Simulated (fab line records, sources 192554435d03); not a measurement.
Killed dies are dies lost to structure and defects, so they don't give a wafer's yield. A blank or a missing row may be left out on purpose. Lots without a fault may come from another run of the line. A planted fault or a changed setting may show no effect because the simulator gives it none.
fab line records | flow n5_finfet
record lots=24 wafers=72 last_day=17
route steps=1938 shown BEOL_M4@1087 BEOL_M5@1149
lots that met no fault: from a run of the same line without faults
start_h: hours from the record's first day to the start of the lot's first wafer shown | wait_h: hours since the lot's step before | " the same as in the row above | L1.1+2: a row that stands for several wafers | - no value, or no start given | * or withheld: withheld | < > ~ a bound
route shown NAME@n: a module of which the file shows steps, and the number in the route of the first | usual: mean/standard deviation of fault-free wafers | same: alike in all rows | chamber/n: place in a boat | sites: the reading at each site | _std_site: their standard deviation | _edge_site: outer sites' mean less inner sites' | radius_mm: how far each site lies from the wafer's centre | mask NAME#n: copy n | behind: the tool/chamber that last shaped the wafer | hold: why the lot was held/for how many hours/how that ended | device: the transistor (n, p or np) that didn't switch | end of line: the same wafers' tests at the end of the route | a step without rows: its recipe alone | killed: dies lost to structure and defects at the first sort, not the wafer's yield | map: a wafer's dies, x killed, . not, _ none there
set.NAME: the setting as run; set.NAME@STEP: as run at that earlier step | model.NAME: the simulator's own value behind a step, which no gauge read
steps of the route over a sample of lots; a table a step, a row a wafer
services: from which hour (start_h, from the record's first day; less than 0 if before it) a tool's chamber was out of use, for how many hours, and why
## steps
# step N5_BEOL_M4_ANNEAL_80
# recipe temp_c=400 time_s=240 ambient=vacuum
# usual heater_power_w=793/55
# columns lot.wafer tool chamber start_h wait_h heater_power_w
L074.3 pvd_sputter-01 - 162.74 0.0 821
L074.5 " - " " 814
L074.6 " - " " 847
L075.3 pvd_sputter-03 - 163.27 0.0 818
L075.4 " - " " 928
L075.6 " - " " 807
L076.3 pvd_sputter-01 - 177.09 0.0 815
L076.4 " - " " 798
L076.6 " - " " 817
L077.2 pvd_sputter-01 - 179.93 0.0 820
L077.5 " - " " 796
L077.6 " - " " 762
L078.1 pvd_sputter-03 - 190.39 0.0 717
L078.3 " - " " 818
L078.6 " - " " 722
L080.1 pvd_sputter-01 - 193.64 0.0 814
L080.2 " - " " 773
L080.4 " - " " 815
L079.1 pvd_sputter-01 - 197.16 0.0 812
L079.3 " - " " 793
L079.5 " - " " 765
L081.2 pvd_sputter-02 - 202.71 0.0 795
L081.5 " - " " 711
L081.6 " - " " 808
L082.1 pvd_sputter-03 - 206.48 0.0 721
L082.2 " - " " 873
L082.3 " - " " 802
L083.3 pvd_sputter-01 - 220.05 0.0 830
L083.4 " - " " 794
L083.5 " - " " 736
L084.3 pvd_sputter-02 - 227.44 0.0 788
L084.4 " - " " 723
L084.6 " - " " 817
L086.2 pvd_sputter-02 - 230.88 0.0 795
L086.3 " - " " 730
L086.5 " - " " 791
L085.2 pvd_sputter-01 - 233.78 0.0 834
L085.4 " - " " 817
L085.5 " - " " 799
L087.3 pvd_sputter-02 - 244.02 0.0 724
L087.4 " - " " 802
L087.5 " - " " 832
L088.1 pvd_sputter-03 - 251.67 0.0 722
L088.3 " - " " 876
L088.5 " - " " 721
L089.1 pvd_sputter-03 - 254.77 0.0 871
L089.5 " - " " 912
L089.6 " - " " 844
L090.2 pvd_sputter-02 - 255.04 0.0 803
L090.5 " - " " 705
L090.6 " - " " 804
L091.1 pvd_sputter-02 - 271.09 0.0 731
L091.2 " - " " 801
L091.6 " - " " 717
L092.1 pvd_sputter-03 - 274.36 0.0 908
L092.3 " - " " 855
L092.4 " - " " 723
L093.2 pvd_sputter-02 - 277.93 0.0 808
L093.4 " - " " 726
L093.5 " - " " 721
L094.1 pvd_sputter-01 - 280.69 0.0 804
L094.2 " - " " 758
L094.3 " - " " 802
L095.2 pvd_sputter-01 - 286.23 0.0 814
L095.3 " - " " 833
L095.5 " - " " 818
L096.2 pvd_sputter-01 - 297.90 0.0 803
L096.4 " - " " 832
L096.5 " - " " 828
L097.1 pvd_sputter-02 - 301.19 0.0 773
L097.3 " - " " 814
L097.5 " - " " 810
# step N5_BEOL_M4_SPUTTER_81
# recipe material=Cu target_thk_a=45 temp_c=-20 chamber_pressure_pa=0.07 power_w=withheld time_s=8.29
# usual throttle_valve_pct=29.8/1.3
# columns lot.wafer tool chamber start_h wait_h throttle_valve_pct
L074.3 pvd_sputter-01 - 162.88 0.1 31.2
L074.5 " - " " 31.4
L074.6 " - " " 29.4
L075.3 pvd_sputter-03 - 163.41 0.1 30.1
L075.4 " - " " 30.4
L075.6 " - " " 30.0
L076.3 pvd_sputter-01 - 177.23 0.1 30.9
L076.4 " - " " 31.3
L076.6 " - " " 30.8
L077.2 pvd_sputter-01 - 180.07 0.1 30.6
L077.5 " - " " 31.5
L077.6 " - " " 28.9
L078.1 pvd_sputter-03 - 190.53 0.1 30.0
L078.3 " - " " 30.3
L078.6 " - " " 30.1
L080.1 pvd_sputter-01 - 193.78 0.1 29.5
L080.2 " - " " 29.1
L080.4 " - " " 30.6
L079.1 pvd_sputter-01 - 197.30 0.1 31.3
L079.3 " - " " 30.5
L079.5 " - " " 29.0
L081.2 pvd_sputter-02 - 202.85 0.1 29.7
L081.5 " - " " 27.0
L081.6 " - " " 28.8
L082.1 pvd_sputter-03 - 206.62 0.1 30.1
L082.2 " - " " 32.1
L082.3 " - " " 30.1
L083.3 pvd_sputter-01 - 220.19 0.1 29.3
L083.4 " - " " 30.5
L083.5 " - " " 28.9
L084.3 pvd_sputter-02 - 227.58 0.1 29.9
L084.4 " - " " 30.1
L084.6 " - " " 28.8
L086.2 pvd_sputter-02 - 231.02 0.1 28.7
L086.3 " - " " 27.0
L086.5 " - " " 29.8
L085.2 pvd_sputter-01 - 233.92 0.1 29.7
L085.4 " - " " 30.7
L085.5 " - " " 31.2
L087.3 pvd_sputter-02 - 244.16 0.1 29.9
L087.4 " - " " 29.8
L087.5 " - " " 28.6
L088.1 pvd_sputter-03 - 251.81 0.1 30.0
L088.3 " - " " 31.9
L088.5 " - " " 30.0
L089.1 pvd_sputter-03 - 254.91 0.1 32.0
L089.5 " - " " 30.6
L089.6 " - " " 31.9
L090.2 pvd_sputter-02 - 255.18 0.1 28.5
L090.5 " - " " 26.9
L090.6 " - " " 28.8
L091.1 pvd_sputter-02 - 271.23 0.1 30.1
L091.2 " - " " 29.0
L091.6 " - " " 30.1
L092.1 pvd_sputter-03 - 274.50 0.1 30.3
L092.3 " - " " 32.3
L092.4 " - " " 30.0
L093.2 pvd_sputter-02 - 278.07 0.1 28.8
L093.4 " - " " 26.6
L093.5 " - " " 30.3
L094.1 pvd_sputter-01 - 280.83 0.1 29.3
L094.2 " - " " 29.0
L094.3 " - " " 30.4
L095.2 pvd_sputter-01 - 286.37 0.1 30.8
L095.3 " - " " 29.1
L095.5 " - " " 29.4
L096.2 pvd_sputter-01 - 298.04 0.1 30.8
L096.4 " - " " 29.3
L096.5 " - " " 29.5
L097.1 pvd_sputter-02 - 301.33 0.1 29.7
L097.3 " - " " 28.7
L097.5 " - " " 28.5
# step N5_BEOL_M4_ANNEAL_89
# recipe temp_c=400 time_s=240 ambient=vacuum
# usual heater_power_w=793/55
# columns lot.wafer tool chamber start_h wait_h heater_power_w
L074.3 pvd_sputter-01 - 163.40 0.0 813
L074.5 " - " " 815
L074.6 " - " " 819
L075.3 pvd_sputter-03 - 163.93 0.0 839
L075.4 " - " " 903
L075.6 " - " " 809
L076.3 pvd_sputter-01 - 177.75 0.0 797
L076.4 " - " " 783
L076.6 " - " " 801
L077.2 pvd_sputter-01 - 180.59 0.0 814
L077.5 " - " " 812
L077.6 " - " " 746
L078.1 pvd_sputter-03 - 191.05 0.0 724
L078.3 " - " " 805
L078.6 " - " " 705
L080.1 pvd_sputter-01 - 194.30 0.0 829
L080.2 " - " " 736
L080.4 " - " " 786
L079.1 pvd_sputter-01 - 197.82 0.0 804
L079.3 " - " " 817
L079.5 " - " " 753
L081.2 pvd_sputter-02 - 203.37 0.0 769
L081.5 " - " " 711
L081.6 " - " " 801
L082.1 pvd_sputter-03 - 207.14 0.0 714
L082.2 " - " " 858
L082.3 " - " " 845
L083.3 pvd_sputter-01 - 220.71 0.0 823
L083.4 " - " " 812
L083.5 " - " " 744
L084.3 pvd_sputter-02 - 228.10 0.0 787
L084.4 " - " " 715
L084.6 " - " " 824
L086.2 pvd_sputter-02 - 231.54 0.0 816
L086.3 " - " " 720
L086.5 " - " " 795
L085.2 pvd_sputter-01 - 234.44 0.0 833
L085.4 " - " " 817
L085.5 " - " " 788
L087.3 pvd_sputter-02 - 244.68 0.0 721
L087.4 " - " " 761
L087.5 " - " " 824
L088.1 pvd_sputter-03 - 252.33 0.0 723
L088.3 " - " " 853
L088.5 " - " " 715
L089.1 pvd_sputter-03 - 255.43 0.0 841
L089.5 " - " " 932
L089.6 " - " " 855
L090.2 pvd_sputter-02 - 255.70 0.0 819
L090.5 " - " " 725
L090.6 " - " " 799
L091.1 pvd_sputter-02 - 271.75 0.0 725
L091.2 " - " " 817
L091.6 " - " " 712
L092.1 pvd_sputter-03 - 275.02 0.0 895
L092.3 " - " " 861
L092.4 " - " " 721
L093.2 pvd_sputter-02 - 278.59 0.0 805
L093.4 " - " " 699
L093.5 " - " " 734
L094.1 pvd_sputter-01 - 281.35 0.0 833
L094.2 " - " " 762
L094.3 " - " " 814
L095.2 pvd_sputter-01 - 286.89 0.0 819
L095.3 " - " " 837
L095.5 " - " " 822
L096.2 pvd_sputter-01 - 298.56 0.0 806
L096.4 " - " " 828
L096.5 " - " " 836
L097.1 pvd_sputter-02 - 301.85 0.0 784
L097.3 " - " " 791
L097.5 " - " " 791
# step N5_BEOL_M4_ANNEAL_93
# recipe temp_c=400 time_s=240 ambient=vacuum
# usual heater_power_w=794/56
# columns lot.wafer tool chamber start_h wait_h heater_power_w
L074.3 pvd_sputter-01 - 163.84 0.0 799
L074.5 " - " " 782
L074.6 " - " " 828
L075.3 pvd_sputter-03 - 164.37 0.0 795
L075.4 " - " " 915
L075.6 " - " " 818
L076.3 pvd_sputter-01 - 178.19 0.0 814
L076.4 " - " " 803
L076.6 " - " " 799
L077.2 pvd_sputter-01 - 181.03 0.0 821
L077.5 " - " " 803
L077.6 " - " " 744
L078.1 pvd_sputter-03 - 191.49 0.0 721
L078.3 " - " " 791
L078.6 " - " " 719
L080.1 pvd_sputter-01 - 194.74 0.0 838
L080.2 " - " " 760
L080.4 " - " " 819
L079.1 pvd_sputter-01 - 198.26 0.0 803
L079.3 " - " " 812
L079.5 " - " " 753
L081.2 pvd_sputter-02 - 203.81 0.0 802
L081.5 " - " " 724
L081.6 " - " " 811
L082.1 pvd_sputter-03 - 207.58 0.0 704
L082.2 " - " " 874
L082.3 " - " " 836
L083.3 pvd_sputter-01 - 221.15 0.0 843
L083.4 " - " " 809
L083.5 " - " " 758
L084.3 pvd_sputter-02 - 228.54 0.0 783
L084.4 " - " " 702
L084.6 " - " " 801
L086.2 pvd_sputter-02 - 231.98 0.0 813
L086.3 " - " " 717
L086.5 " - " " 779
L085.2 pvd_sputter-01 - 234.88 0.0 821
L085.4 " - " " 808
L085.5 " - " " 787
L087.3 pvd_sputter-02 - 245.12 0.0 729
L087.4 " - " " 777
L087.5 " - " " 799
L088.1 pvd_sputter-03 - 252.77 0.0 743
L088.3 " - " " 877
L088.5 " - " " 744
L089.1 pvd_sputter-03 - 255.87 0.0 854
L089.5 " - " " 920
L089.6 " - " " 856
L090.2 pvd_sputter-02 - 256.14 0.0 808
L090.5 " - " " 723
L090.6 " - " " 818
L091.1 pvd_sputter-02 - 272.19 0.0 721
L091.2 " - " " 826
L091.6 " - " " 717
L092.1 pvd_sputter-03 - 275.46 0.0 926
L092.3 " - " " 864
L092.4 " - " " 716
L093.2 pvd_sputter-02 - 279.03 0.0 828
L093.4 " - " " 726
L093.5 " - " " 711
L094.1 pvd_sputter-01 - 281.79 0.0 836
L094.2 " - " " 735
L094.3 " - " " 809
L095.2 pvd_sputter-01 - 287.33 0.0 811
L095.3 " - " " 834
L095.5 " - " " 825
L096.2 pvd_sputter-01 - 299.00 0.0 802
L096.4 " - " " 833
L096.5 " - " " 842
L097.1 pvd_sputter-02 - 302.29 0.0 800
L097.3 " - " " 806
L097.5 " - " " 813
# step N5_BEOL_M5_OVL_MEAS_29
# recipe points_per_wafer=522
# usual V4_OVL=-0.1/0.64
# columns lot.wafer tool chamber start_h wait_h V4_OVL[nm]
L074.3 overlay-02 0 169.36 0.0 0.1
L074.5 " 0 " " 0.0
L074.6 " 0 " " 0.5
L075.3 overlay-02 0 169.94 0.0 0.1
L075.4 " 0 " " 1.6
L075.6 " 0 " " 0.6
L076.3 overlay-01 0 183.73 0.0 -1.1
L076.4 " 0 " " -1.1
L076.6 " 0 " " -2.0
L077.2 overlay-02 0 186.53 0.0 0.2
L077.5 " 0 " " 0.5
L077.6 " 0 " " 0.6
L078.1 overlay-02 0 196.82 0.0 0.1
L078.3 " 0 " " 0.0
L078.6 " 0 " " 1.2
L080.1 overlay-01 0 200.70 0.0 -0.5
L080.2 " 0 " " -0.7
L080.4 " 0 " " -0.7
L079.1 overlay-01 0 204.00 0.0 0.2
L079.3 " 0 " " 0.4
L079.5 " 0 " " 0.0
L081.2 overlay-02 0 209.77 0.0 0.9
L081.5 " 0 " " 1.2
L081.6 " 0 " " -0.1
L082.1 overlay-02 0 212.27 0.0 0.4
L082.2 " 0 " " 0.6
L082.3 " 0 " " 0.0
L083.3 overlay-01 0 226.38 0.0 -0.4
L083.4 " 0 " " 0.0
L083.5 " 0 " " -0.4
L084.3 overlay-01 0 235.47 0.0 -0.1
L084.4 " 0 " " -0.3
L084.6 " 0 " " 0.5
L086.2 overlay-02 0 237.56 0.0 -0.6
L086.3 " 0 " " 1.2
L086.5 " 0 " " -0.5
L085.2 overlay-01 0 241.49 0.0 -0.2
L085.4 " 0 " " -0.3
L085.5 " 0 " " 0.0
L087.3 overlay-02 0 250.68 0.0 -1.3
L087.4 " 0 " " -0.2
L087.5 " 0 " " -0.3
L088.1 overlay-01 0 262.91 0.0 -0.4
L088.3 " 0 " " -0.2
L088.5 " 0 " " -0.1
L089.1 overlay-02 0 262.97 0.0 -0.4
L089.5 " 0 " " -0.1
L089.6 " 0 " " -0.5
L090.2 overlay-01 0 263.02 0.0 -0.2
L090.5 " 0 " " 0.0
L090.6 " 0 " " 0.1
L091.1 overlay-01 0 277.71 0.0 -0.3
L091.2 " 0 " " 0.4
L091.6 " 0 " " 0.1
L092.1 overlay-01 0 282.02 0.0 -0.7
L092.3 " 0 " " 0.3
L092.4 " 0 " " 0.8
L093.2 overlay-01 0 287.27 0.0 0.4
L093.4 " 0 " " -0.8
L093.5 " 0 " " 0.5
L094.1 overlay-02 0 291.28 0.0 -1.2
L094.2 " 0 " " -1.7
L094.3 " 0 " " -1.2
L095.2 overlay-02 0 293.32 0.0 -0.4
L095.3 " 0 " " 0.1
L095.5 " 0 " " 0.2
L096.2 overlay-01 0 305.07 0.0 -0.4
L096.4 " 0 " " -0.4
L096.5 " 0 " " 0.1
L097.1 overlay-01 0 306.79 0.0 0.0
L097.3 " 0 " " -0.2
L097.5 " 0 " " -0.4
# step N5_BEOL_M5_ETCH_75
# recipe chemistry=N2/H2 target=underlayer target_depth_a=65 mask_material=CAR-EUV time_s=5.2 ion_energy_ev=200 pressure_mtorr=30 source_w=840 bias_w=150 n2_flow_sccm=200 h2_flow_sccm=200 ends=cleared
# usual drypump_motor_current_A=5.7/0.41 etch_rf_on_time_s=5.22/0.12 oes_product_au=0.65/0.077 rf_vpp_V=523.7/2.6 showerhead_plenum_p_Torr=2.53/0.078 throttle_valve_pct=17.93/0.26
# columns lot.wafer tool chamber start_h wait_h drypump_motor_current_A etch_rf_on_time_s oes_product_au rf_hours_counter_h rf_vpp_V showerhead_plenum_p_Torr throttle_valve_pct
L074.3 rie_diel-01 0 169.47 0.0 5.2 5.29 0.58 245 522.9 2.60 18.20
L074.5 " 0 " " 5.3 5.31 0.58 - 525.6 2.60 18.20
L074.6 " 1 " " 6.0 5.15 0.76 - 526.7 2.58 17.41
L075.3 rie_diel-03 3 170.05 0.0 5.3 5.18 0.65 175 527.8 2.63 17.87
L075.4 " 0 " " 5.7 5.34 0.60 147 527.6 2.67 18.14
L075.6 " 2 " " 5.5 5.25 0.63 - 520.5 2.43 18.09
L076.3 rie_diel-04 0 183.84 0.0 4.7 5.14 0.58 203 518.1 2.42 18.21
L076.4 " 3 " " 6.0 5.14 0.61 220 523.5 2.51 18.22
L076.6 " 1 " " 6.1 5.00 0.86 - 525.1 2.50 17.54
L077.2 rie_diel-04 1 186.89 0.0 6.0 5.03 0.85 2 522.9 2.50 17.58
L077.5 " 0 " " 4.7 5.08 0.60 - 521.6 2.42 18.22
L077.6 " 3 " " 5.9 5.20 0.60 - 523.2 2.51 18.24
L078.1 rie_diel-01 2 196.94 0.0 6.3 5.21 0.62 168 522.3 2.54 18.04
L078.3 " 3 " " 5.8 5.29 0.62 181 521.2 2.43 17.85
L078.6 " 1 " " 6.0 5.02 0.76 - 524.4 2.57 17.46
L080.1 rie_diel-01 2 200.82 0.0 6.2 5.32 0.62 170 524.1 2.54 18.03
L080.2 " 3 " " 5.9 5.43 0.61 183 519.3 2.43 17.86
L080.4 " 2 " " 6.3 5.27 0.62 - 524.2 2.54 18.05
L079.1 rie_diel-04 3 204.23 0.0 6.0 5.11 0.61 226 523.3 2.51 18.23
L079.3 " 2 " " 5.8 5.28 0.61 191 527.6 2.63 17.55
L079.5 " 0 " " 4.7 5.11 0.60 - 520.8 2.42 18.23
L081.2 rie_diel-03 0 210.19 0.0 5.7 5.34 0.60 156 527.5 2.66 18.16
L081.5 " 2 " " 5.5 5.26 0.63 - 521.7 2.42 18.14
L081.6 " 3 " " 5.3 5.21 0.63 - 525.5 2.62 17.90
L082.1 rie_diel-01 3 212.39 0.0 5.8 5.35 0.61 188 517.4 2.43 17.84
L082.2 " 0 " " 5.3 4.99 0.86 1 524.2 2.59 17.75
L082.3 " 2 " " 6.2 5.28 0.62 175 524.9 2.54 18.06
L083.3 rie_diel-03 2 226.49 0.0 5.5 5.33 0.62 182 519.9 2.42 18.15
L083.4 " 1 " " 5.8 5.32 0.62 196 522.1 2.52 18.02
L083.5 " 2 " " 5.5 5.26 0.62 - 519.6 2.42 18.16
L084.3 rie_diel-03 2 236.25 0.0 5.5 5.30 0.62 186 521.8 2.42 18.16
L084.4 " 3 " " 5.2 5.22 0.62 199 525.7 2.62 17.92
L084.6 " 2 " " 5.5 5.25 0.62 - 522.1 2.42 18.13
L086.2 rie_diel-01 1 237.68 0.0 6.0 5.13 0.74 48 521.6 2.57 17.44
L086.3 " 3 " " 5.8 5.39 0.61 196 520.4 2.43 17.89
L086.5 " 2 " " 6.3 5.32 0.61 - 523.7 2.53 18.07
L085.2 rie_diel-01 0 241.61 0.0 5.3 5.01 0.81 11 526.6 2.59 17.79
L085.4 " 2 " " 6.3 5.32 0.61 186 524.2 2.53 18.08
L085.5 " 3 " " 5.8 5.38 0.60 - 521.6 2.43 17.87
L087.3 rie_diel-04 1 250.79 0.0 6.1 5.07 0.79 24 522.6 2.49 17.60
L087.4 " 0 " " 4.7 5.19 0.58 224 519.9 2.41 18.27
L087.5 " 2 " " 5.8 5.32 0.60 - 528.1 2.63 17.59
L088.1 rie_diel-04 1 263.19 0.0 6.1 5.15 0.78 27 523.7 2.49 17.58
L088.3 " 0 " " 4.7 5.20 0.58 227 517.5 2.41 18.29
L088.5 " 3 " " 5.9 5.16 0.61 - 520.4 2.50 18.28
L089.1 rie_diel-01 2 263.37 0.0 6.3 5.37 0.59 192 522.7 2.53 18.10
L089.5 " 0 " " 5.3 5.03 0.81 - 526.2 2.59 17.80
L089.6 " 1 " " 6.0 5.16 0.72 - 525.6 2.56 17.45
L090.2 rie_diel-03 2 263.43 0.0 5.5 5.20 0.62 195 520.4 2.42 18.18
L090.5 " 1 " " 5.8 5.33 0.62 - 524.2 2.51 18.05
L090.6 " 2 " " 5.5 5.22 0.61 - 521.5 2.42 18.17
L091.1 rie_diel-03 1 277.84 0.0 5.8 5.21 0.61 212 521.6 2.51 18.05
L091.2 " 0 " " 5.6 5.30 0.60 176 527.7 2.65 18.20
L091.6 " 3 " " 5.3 5.21 0.61 - 525.0 2.62 17.90
L092.1 rie_diel-04 1 282.15 0.0 6.1 5.03 0.77 32 524.2 2.48 17.61
L092.3 " 0 " " 4.7 5.08 0.58 232 520.0 2.41 18.24
L092.4 " 2 " " 5.8 5.24 0.60 215 527.4 2.62 17.57
L093.2 rie_diel-01 0 287.39 0.0 5.3 4.97 0.78 25 524.7 2.58 17.83
L093.4 " 2 " " 6.3 5.27 0.59 199 523.9 2.53 18.11
L093.5 " 2 " " 6.3 5.33 0.59 - 523.9 2.53 18.11
L094.1 rie_diel-01 2 291.41 0.0 6.3 5.34 0.59 201 523.7 2.53 18.10
L094.2 " 1 " " 6.0 5.14 0.71 64 523.9 2.56 17.45
L094.3 " 3 " " 5.8 5.40 0.59 213 520.3 2.42 17.90
L095.2 rie_diel-01 1 293.44 0.0 6.0 5.11 0.72 64 522.7 2.56 17.48
L095.3 " 0 " " 5.3 5.00 0.77 27 524.4 2.58 17.83
L095.5 " 2 " " 6.3 5.31 0.59 - 523.2 2.52 18.12
L096.2 rie_diel-03 0 305.42 0.0 5.6 5.32 0.59 186 527.8 2.65 18.23
L096.4 " 1 " " 5.7 5.25 0.61 - 521.6 2.51 18.08
L096.5 " 3 " " 5.3 5.15 0.62 - 526.1 2.61 17.97
L097.1 rie_diel-03 3 306.92 0.0 5.3 5.13 0.62 219 527.3 2.61 17.95
L097.3 " 0 " " 5.7 5.33 0.59 186 526.7 2.65 18.22
L097.5 " 1 " " 5.8 5.31 0.60 - 521.3 2.51 18.07
## services
# columns tool chamber start_h hours kind
rie_diel-04 - 138.91 0.5 repair
rie_diel-04 1 154.34 - clean
rie_diel-04 1 154.34 - consumable_replace:focus_ring
rie_diel-04 1 154.34 25.1 scheduled_down
rie_diel-04 1 154.34 25.1 vent_cycle
rie_diel-01 0 188.11 - clean
rie_diel-01 0 188.11 - consumable_replace:focus_ring
rie_diel-01 0 188.11 20.4 scheduled_down
rie_diel-01 0 188.11 20.4 vent_cycle
rie_diel-01 1 203.57 15.6 repair
rie_diel-04 0 241.77 2.9 repair
rie_diel-03 3 243.02 4.6 repair
rie_diel-04 3 266.66 7.7 repair
rie_diel-04 3 288.44 - clean
rie_diel-04 3 288.44 - consumable_replace:focus_ring
rie_diel-04 3 288.44 14.5 scheduled_down
rie_diel-04 3 288.44 14.5 vent_cycle
rie_diel-03 2 305.25 9.0 repair
## key
fault none
